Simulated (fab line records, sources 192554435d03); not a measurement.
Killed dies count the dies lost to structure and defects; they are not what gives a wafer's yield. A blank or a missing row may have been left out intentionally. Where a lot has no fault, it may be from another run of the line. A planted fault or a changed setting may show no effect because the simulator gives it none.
Matching of chambers | flow n5 finfet | N5_BEOL_M12_CMP_49 on cmp-03 has 4 sister chambers
The step polishes, stops on SiOC, t overpolish 20.6 s, target thk 320 nm. 18 wafers are shown with their chamber, then 9 later ones without.

WAFERS, EACH WITH ITS CHAMBER
wafer  | chamber | motor current A (A) | barrier field endpoint s (s) | clearing platen down force psi (psi)
L076.1 | 3       | 5.8                 | 30.3                         | 1.495
L076.3 | 2       | 4.8                 | 31.3                         | 1.499
L076.6 | 3       | 5.9                 | 30.0                         | 1.498
L079.1 | 1       | 6.1                 | 30.4                         | 1.503
L079.3 | 2       | 4.9                 | 30.5                         | 1.498
L079.4 | 3       | 6.1                 | 29.9                         | 1.502
L080.2 | 2       | 4.5                 | 30.7                         | 1.503
L080.4 | 0       | 6.3                 | 30.4                         | 1.502
L080.5 | 0       | 6.0                 | 30.5                         | 1.505
L083.1 | 1       | 5.7                 | 30.5                         | 1.501
L083.5 | 0       | 6.1                 | 28.9                         | 1.500
L083.6 | 1       | 5.9                 | 30.6                         | 1.504
L087.2 | 0       | 6.4                 | 29.3                         | 1.501
L087.3 | 1       | 5.7                 | 29.9                         | 1.504
L087.5 | 3       | 5.7                 | 29.0                         | 1.500
L089.1 | 1       | 5.9                 | 31.8                         | 1.498
L089.5 | 3       | 6.0                 | 30.8                         | 1.500
L089.6 | 2       | 4.7                 | 32.3                         | 1.501

SIGNATURES (means of the wafers above)
reading                        | chamber 0 | chamber 1 | chamber 2 | chamber 3 | scatter within a chamber
motor current A                | 6.200     | 5.860     | 4.725     | 5.900     | 0.169
barrier field endpoint s       | 29.775    | 30.640    | 31.200    | 30.000    | 0.736
clearing platen down force psi | 1.50200   | 1.50200   | 1.50025   | 1.49900   | 0.00243
Rule: a wafer's distance from a chamber is the root of the sum, over the readings, of the square of ((its reading less the chamber's mean) divided by the reading's scatter). The wafer belongs to the nearest chamber; if the next one is less than 2 further off, it can't be placed. The scatter is the square root of a quotient: the sum, over the shown wafers, of each reading's squared deviation from its chamber's mean, divided by wafers minus chambers.

WAFERS WHOSE CHAMBER IS MISSING
wafer  | motor current A (A) | barrier field endpoint s (s) | clearing platen down force psi (psi)
L090.1 | 5.8                 | 30.1                         | 1.503
L090.3 | 6.5                 | 29.5                         | 1.506
L090.5 | 5.6                 | 29.2                         | 1.505
L094.1 | 5.1                 | 30.9                         | 1.498
L094.5 | 6.1                 | 29.2                         | 1.502
L094.6 | 5.6                 | 29.8                         | 1.501
L095.2 | 6.2                 | 29.8                         | 1.498
L095.4 | 5.6                 | 30.5                         | 1.494
L095.6 | 6.1                 | 29.6                         | 1.498

CHAMBER TAKEN BY EACH
wafer  | from the rows above          | in truth
L090.1 | can't be placed: 1 or 3 or 0 | 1
L090.3 | can't be placed: 0 or 1      | 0
L090.5 | can't be placed: 1 or 3 or 0 | 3
L094.1 | 2                            | 2
L094.5 | can't be placed: 0 or 3 or 1 | 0
L094.6 | can't be placed: 1 or 3 or 0 | 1
L095.2 | can't be placed: 0 or 3 or 1 | 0
L095.4 | can't be placed: 3 or 1      | 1
L095.6 | can't be placed: 3 or 0 or 1 | 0
Correctly placed: 1 of 9. These rows do not allow placing 8 (true chamber among the candidates in 8). 0 placed wrongly.
